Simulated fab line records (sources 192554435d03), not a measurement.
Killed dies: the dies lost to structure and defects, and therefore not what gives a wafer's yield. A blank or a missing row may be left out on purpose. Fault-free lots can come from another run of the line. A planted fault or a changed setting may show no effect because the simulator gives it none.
Which tool did it? :: flow n5Finfet :: 9 lots, 25 wafers sampled, at 7 steps of a route of 1938

== WHAT THE GAUGES SHOWED, per wafer ==
N5_BEOL_M1_THK_MEAS_53: measures by xrf.
lot: L877
measured: day 6 09:21
on: filmMetro-01
M1_THK (nm): 39.6 41.8 42.2

lot: L878
measured: day 7 01:51
on: filmMetro-02
M1_THK (nm): 41.1 38.9 40.2

lot: L879
measured: day 7 06:46
on: filmMetro-01
M1_THK (nm): 39.4 40.2 40.2

lot: L882
measured: day 7 17:02
on: filmMetro-01
M1_THK (nm): 41.4 155.3 40.4

lot: L884
measured: day 8 11:05
on: filmMetro-02
M1_THK (nm): 147.9 149.8

lot: L887
measured: day 8 23:30
on: filmMetro-01
M1_THK (nm): 171.4 152.5

lot: L895
measured: day 11 03:10
on: filmMetro-01
M1_THK (nm): 38.6 38.0 40.2

lot: L898
measured: day 11 12:56
on: filmMetro-02
M1_THK (nm): 42.2 43.2 43.3

lot: L899
measured: day 11 23:05
on: filmMetro-02
M1_THK (nm): 38.5 39.4 40.3

N5_BEOL_M1_INSPECT_59: inspects for defects (darkfield).
lot: L877
measured: day 6 09:38
on: defectInspect-01
rawDefectCount: 77 68 74

lot: L878
measured: day 7 02:08
on: defectInspect-02
rawDefectCount: 37 88 56

lot: L879
measured: day 7 07:03
on: defectInspect-01
rawDefectCount: 52 67 56

lot: L882
measured: day 7 17:20
on: defectInspect-02
rawDefectCount: 122 1580 85

lot: L884
measured: day 8 11:24
on: defectInspect-02
rawDefectCount: 1528 1538

lot: L887
measured: day 8 23:53
on: defectInspect-01
rawDefectCount: 1590 1585

lot: L895
measured: day 11 03:28
on: defectInspect-02
rawDefectCount: 95 48 64

lot: L898
measured: day 11 13:16
on: defectInspect-02
rawDefectCount: 67 58 62

lot: L899
measured: day 11 23:22
on: defectInspect-02
rawDefectCount: 62 49 60

N5_BEOL_M4_RC_MEAS_101.
lot: L877
measured: day 7 12:20
on: prober-02
DIBL_N (mV/V): 36.5 35.7 34.8
DIBL_P (mV/V): 36.8 35.0 33.1
IOFF_N (nA/um): 0.164 0.142 0.129
IOFF_P (nA/um): 0.203 0.183 0.157
ION_N (uA/um): 671 672 667
ION_P (uA/um): 460 457 451
SS_N (mV/dec): 71.8 70.8 71.7
SS_P (mV/dec): 72.7 73.3 73.5
VT_N (mV): 246.1 247.2 250.9
VT_P (mV): -251.8 -253.2 -255.5

lot: L878
measured: day 8 08:17
on: prober-01
DIBL_N (mV/V): 36.1 35.8 37.7
DIBL_P (mV/V): 35.6 36.2 38.1
IOFF_N (nA/um): 0.155 0.145 0.185
IOFF_P (nA/um): 0.203 0.211 0.249
ION_N (uA/um): 683 671 689
ION_P (uA/um): 462 461 471
SS_N (mV/dec): 71.5 70.9 71.6
SS_P (mV/dec): 72.9 72.7 73.9
VT_N (mV): 248.2 248.5 246.0
VT_P (mV): -249.9 -250.4 -247.5

lot: L879
measured: day 8 12:03
on: prober-01
DIBL_N (mV/V): 36.8 37.7 36.8
DIBL_P (mV/V): 35.5 35.8 34.7
IOFF_N (nA/um): 0.161 0.174 0.162
IOFF_P (nA/um): 0.221 0.220 0.213
ION_N (uA/um): 675 674 664
ION_P (uA/um): 463 466 460
SS_N (mV/dec): 71.3 71.2 71.5
SS_P (mV/dec): 73.0 73.1 73.5
VT_N (mV): 250.1 250.3 248.5
VT_P (mV): -248.8 -249.0 -247.3

lot: L882
measured: day 9 04:35
on: prober-02
DIBL_N (mV/V): 37.6 37.9
DIBL_P (mV/V): 36.7 37.3
IOFF_N (nA/um): 0.184 0.192
IOFF_P (nA/um): 0.262 0.272
ION_N (uA/um): 682 678
ION_P (uA/um): 471 465
SS_N (mV/dec): 71.5 71.8
SS_P (mV/dec): 73.2 73.4
VT_N (mV): 245.7 248.0
VT_P (mV): -246.9 -243.8

lot: L895
measured: day 12 11:00
on: prober-02
DIBL_N (mV/V): 38.6 36.7 37.9
DIBL_P (mV/V): 37.3 34.8 36.1
IOFF_N (nA/um): 0.201 0.159 0.188
IOFF_P (nA/um): 0.248 0.206 0.235
ION_N (uA/um): 679 669 688
ION_P (uA/um): 465 455 474
SS_N (mV/dec): 72.6 71.6 71.8
SS_P (mV/dec): 73.9 73.2 73.5
VT_N (mV): 247.0 250.7 248.7
VT_P (mV): -248.7 -250.7 -246.2

lot: L898
measured: day 12 20:45
on: prober-02
DIBL_N (mV/V): 34.3 35.8 36.0
DIBL_P (mV/V): 35.7 36.9 37.6
IOFF_N (nA/um): 0.117 0.135 0.138
IOFF_P (nA/um): 0.192 0.214 0.222
ION_N (uA/um): 663 666 673
ION_P (uA/um): 461 463 467
SS_N (mV/dec): 71.9 71.0 71.6
SS_P (mV/dec): 72.9 73.7 73.1
VT_N (mV): 254.1 254.6 254.9
VT_P (mV): -252.3 -249.9 -250.0

lot: L899
measured: day 13 06:17
on: prober-01
DIBL_N (mV/V): 35.6 36.1 36.0
DIBL_P (mV/V): 36.5 37.8 37.2
IOFF_N (nA/um): 0.161 0.182 0.166
IOFF_P (nA/um): 0.215 0.238 0.222
ION_N (uA/um): 666 681 677
ION_P (uA/um): 461 461 462
SS_N (mV/dec): 71.9 71.8 72.7
SS_P (mV/dec): 73.0 73.9 73.7
VT_N (mV): 249.0 246.7 248.1
VT_P (mV): -250.2 -247.1 -251.9

== WHICH TOOL RAN EACH LOT (tool, then ch and the chambers of the sampled wafers, then the start) ==
lot: L877
N5_BEOL_M1_SPUTTER_79: pvdSputter-03, day 6 07:01
N5_BEOL_M1_ANNEAL_80: pvdSputter-03, day 6 07:06
N5_BEOL_M1_ANNEAL_51: rtpAnneal-01 ch 0, day 6 08:51
N5_BEOL_M1_CMP_52: cmp-02 ch 2,3, day 6 09:04

lot: L878
N5_BEOL_M1_SPUTTER_79: pvdSputter-03, day 6 23:31
N5_BEOL_M1_ANNEAL_80: pvdSputter-03, day 6 23:36
N5_BEOL_M1_ANNEAL_51: rtpAnneal-01 ch 0, day 7 01:18
N5_BEOL_M1_CMP_52: cmp-03 ch 1,3, day 7 01:34

lot: L879
N5_BEOL_M1_SPUTTER_79: pvdSputter-01, day 7 04:22
N5_BEOL_M1_ANNEAL_80: pvdSputter-01, day 7 04:26
N5_BEOL_M1_ANNEAL_51: rtpAnneal-01 ch 0, day 7 06:08
N5_BEOL_M1_CMP_52: cmp-02 ch 2,3, day 7 06:28

lot: L882
N5_BEOL_M1_SPUTTER_79: pvdSputter-03, day 7 14:25
N5_BEOL_M1_ANNEAL_80: pvdSputter-03, day 7 14:29
N5_BEOL_M1_ANNEAL_51: rtpAnneal-02 ch 0, day 7 16:12
N5_BEOL_M1_CMP_52: cmp-02 ch 1,2,3, day 7 16:47

lot: L884
N5_BEOL_M1_SPUTTER_79: pvdSputter-03, day 8 08:35
N5_BEOL_M1_ANNEAL_80: pvdSputter-03, day 8 08:40
N5_BEOL_M1_ANNEAL_51: rtpAnneal-01 ch 0, day 8 10:32
N5_BEOL_M1_CMP_52: cmp-02 ch 1,3, day 8 10:47

lot: L887
N5_BEOL_M1_SPUTTER_79: pvdSputter-03, day 8 21:10
N5_BEOL_M1_ANNEAL_80: pvdSputter-03, day 8 21:15
N5_BEOL_M1_ANNEAL_51: rtpAnneal-02 ch 0, day 8 22:57
N5_BEOL_M1_CMP_52: cmp-02 ch 1,2, day 8 23:12

lot: L895
N5_BEOL_M1_SPUTTER_79: pvdSputter-01, day 11 00:36
N5_BEOL_M1_ANNEAL_80: pvdSputter-01, day 11 00:41
N5_BEOL_M1_ANNEAL_51: rtpAnneal-02 ch 0, day 11 02:40
N5_BEOL_M1_CMP_52: cmp-01 ch 1,2,3, day 11 02:59

lot: L898
N5_BEOL_M1_SPUTTER_79: pvdSputter-03, day 11 09:14
N5_BEOL_M1_ANNEAL_80: pvdSputter-03, day 11 09:19
N5_BEOL_M1_ANNEAL_51: rtpAnneal-02 ch 0, day 11 12:23
N5_BEOL_M1_CMP_52: cmp-02 ch 0,3, day 11 12:38

lot: L899
N5_BEOL_M1_SPUTTER_79: pvdSputter-01, day 11 20:29
N5_BEOL_M1_ANNEAL_80: pvdSputter-01, day 11 20:34
N5_BEOL_M1_ANNEAL_51: rtpAnneal-01 ch 0, day 11 22:30
N5_BEOL_M1_CMP_52: cmp-02 ch 0,2,3, day 11 22:50
- N5_BEOL_M1_SPUTTER_79: material Cu, target thk 4.5 nm, time 8.29 s.
- N5_BEOL_M1_ANNEAL_80: time 240 s.
- N5_BEOL_M1_ANNEAL_51: time 90 s.
- N5_BEOL_M1_CMP_52: polishes, stops on SiOC, t overpolish 6.8 s, target thk 40 nm.

== AS READ BY THE TOOLS THEMSELVES (means over the sampled wafers that have a number; for cases with no such wafer, the mark the record gives instead) ==
N5_BEOL_M1_SPUTTER_79.
lot: L877
tool: pvdSputter-03
chuckGasFlowSccm (sccm): 1.28
throttleValvePct (%): 30.6

lot: L878
tool: pvdSputter-03
chuckGasFlowSccm (sccm): 1.32
throttleValvePct (%): 30.4

lot: L879
tool: pvdSputter-01
chuckGasFlowSccm (sccm): 1.27
throttleValvePct (%): 29.2

lot: L882
tool: pvdSputter-03
chuckGasFlowSccm (sccm): 1.26
throttleValvePct (%): 31.3

lot: L884
tool: pvdSputter-03
chuckGasFlowSccm (sccm): 1.30
throttleValvePct (%): 30.8

lot: L887
tool: pvdSputter-03
chuckGasFlowSccm (sccm): 1.23
throttleValvePct (%): 30.8

lot: L895
tool: pvdSputter-01
chuckGasFlowSccm (sccm): 1.23
throttleValvePct (%): 28.0

lot: L898
tool: pvdSputter-03
chuckGasFlowSccm (sccm): 1.24
throttleValvePct (%): 31.1

lot: L899
tool: pvdSputter-01
chuckGasFlowSccm (sccm): 1.20
throttleValvePct (%): 30.2

N5_BEOL_M1_ANNEAL_80.
lot: L877
tool: pvdSputter-03
heaterPowerW (W): 838
susceptor_temp_C_max: 401.2

lot: L878
tool: pvdSputter-03
heaterPowerW (W): 795
susceptor_temp_C_max: 401.2

lot: L879
tool: pvdSputter-01
heaterPowerW (W): 921
susceptor_temp_C_max: 401.5

lot: L882
tool: pvdSputter-03
heaterPowerW (W): 838
susceptor_temp_C_max: 401.1

lot: L884
tool: pvdSputter-03
heaterPowerW (W): 772
susceptor_temp_C_max: 401.4

lot: L887
tool: pvdSputter-03
heaterPowerW (W): 786
susceptor_temp_C_max: 401.2

lot: L895
tool: pvdSputter-01
heaterPowerW (W): 853
susceptor_temp_C_max: 401.0

lot: L898
tool: pvdSputter-03
heaterPowerW (W): 807
susceptor_temp_C_max: 401.3

lot: L899
tool: pvdSputter-01
heaterPowerW (W): 936
susceptor_temp_C_max: 401.0

N5_BEOL_M1_ANNEAL_51.
lot: L877
tool: rtpAnneal-01
wafer_temp_C_max: 225.59

lot: L878
tool: rtpAnneal-01
wafer_temp_C_max: 225.65

lot: L879
tool: rtpAnneal-01
wafer_temp_C_max: 225.40

lot: L882
tool: rtpAnneal-02
wafer_temp_C_max: 225.89

lot: L884
tool: rtpAnneal-01
wafer_temp_C_max: 225.52

lot: L887
tool: rtpAnneal-02
wafer_temp_C_max: 225.72

lot: L895
tool: rtpAnneal-02
wafer_temp_C_max: 225.88

lot: L898
tool: rtpAnneal-02
wafer_temp_C_max: 225.97

lot: L899
tool: rtpAnneal-01
wafer_temp_C_max: 225.40

N5_BEOL_M1_CMP_52.
lot: L877
tool: cmp-02
barrierFieldEndpointS (s): 24.6
motorCurrentA (A): 5.7
overpolishRunS (s): 6.793
timeToEndpointS (s): 60.1

lot: L878
tool: cmp-03
barrierFieldEndpointS (s): 24.3
motorCurrentA (A): 6.2
overpolishRunS (s): 6.792
timeToEndpointS (s): 62.4

lot: L879
tool: cmp-02
barrierFieldEndpointS (s): 24.1
motorCurrentA (A): 5.7
overpolishRunS (s): 6.790
timeToEndpointS (s): 61.5

lot: L882
tool: cmp-02
barrierFieldEndpointS (s): 30.5
motorCurrentA (A): 6.1
overpolishRunS (s): 4.547
timeToEndpointS (s): 71.3

lot: L884
tool: cmp-02
barrierFieldEndpointS (s): 41.1
motorCurrentA (A): 6.1
overpolishRunS (s): 0.044
timeToEndpointS (s): 81.4

lot: L887
tool: cmp-02
barrierFieldEndpointS (s): 41.1
motorCurrentA (A): 5.8
overpolishRunS (s): 0.042
timeToEndpointS (s): 81.4

lot: L895
tool: cmp-01
barrierFieldEndpointS (s): 24.3
motorCurrentA (A): 6.7
overpolishRunS (s): 6.803
timeToEndpointS (s): 62.9

lot: L898
tool: cmp-02
barrierFieldEndpointS (s): 24.8
motorCurrentA (A): 6.4
overpolishRunS (s): 6.792
timeToEndpointS (s): 65.6

lot: L899
tool: cmp-02
barrierFieldEndpointS (s): 25.0
motorCurrentA (A): 6.0
overpolishRunS (s): 6.793
timeToEndpointS (s): 66.1

== THE ANSWER, worked out from the rows above alone ==
Rule: the usual values come from the lots themselves. Put in order of their means at a reading, lots are off if they are a third of the lots or fewer, leave a main group of 4 or more, and stand apart from it by a gap of 3 or more times the standard deviation of the main group's means; of several such gaps the widest counts. The tables above print the reading to a certain number of digits; a main group whose means all agree to those digits is not used. A lot without any number at a reading at which 4 lots or more have one is off too. Any other lot the step has rows for is counted as sound. Order of review: gauges by route order, followed by the tools' own readings, for which a lot's mean as printed above is used. At the first step where some lot is off, the reading lying furthest off is the one used; lots without a number count as furthest.
Off: L882, L884, L887, at N5_BEOL_M1_THK_MEAS_53 (M1_THK). The main group: mean 40.4 nm, standard deviation 1.3.
If a tool, at a process step before that reading, ran all the lots that are off and no sound lot after the first of them, it fits. The gauges at N5_BEOL_M1_THK_MEAS_53 aren't tried: what is off there is off at N5_BEOL_M1_INSPECT_59 too, on other tools, and a gauge's error can't cause that. No candidate that was tried fits.

== WHAT THE SIMULATOR HAD INSERTED ==
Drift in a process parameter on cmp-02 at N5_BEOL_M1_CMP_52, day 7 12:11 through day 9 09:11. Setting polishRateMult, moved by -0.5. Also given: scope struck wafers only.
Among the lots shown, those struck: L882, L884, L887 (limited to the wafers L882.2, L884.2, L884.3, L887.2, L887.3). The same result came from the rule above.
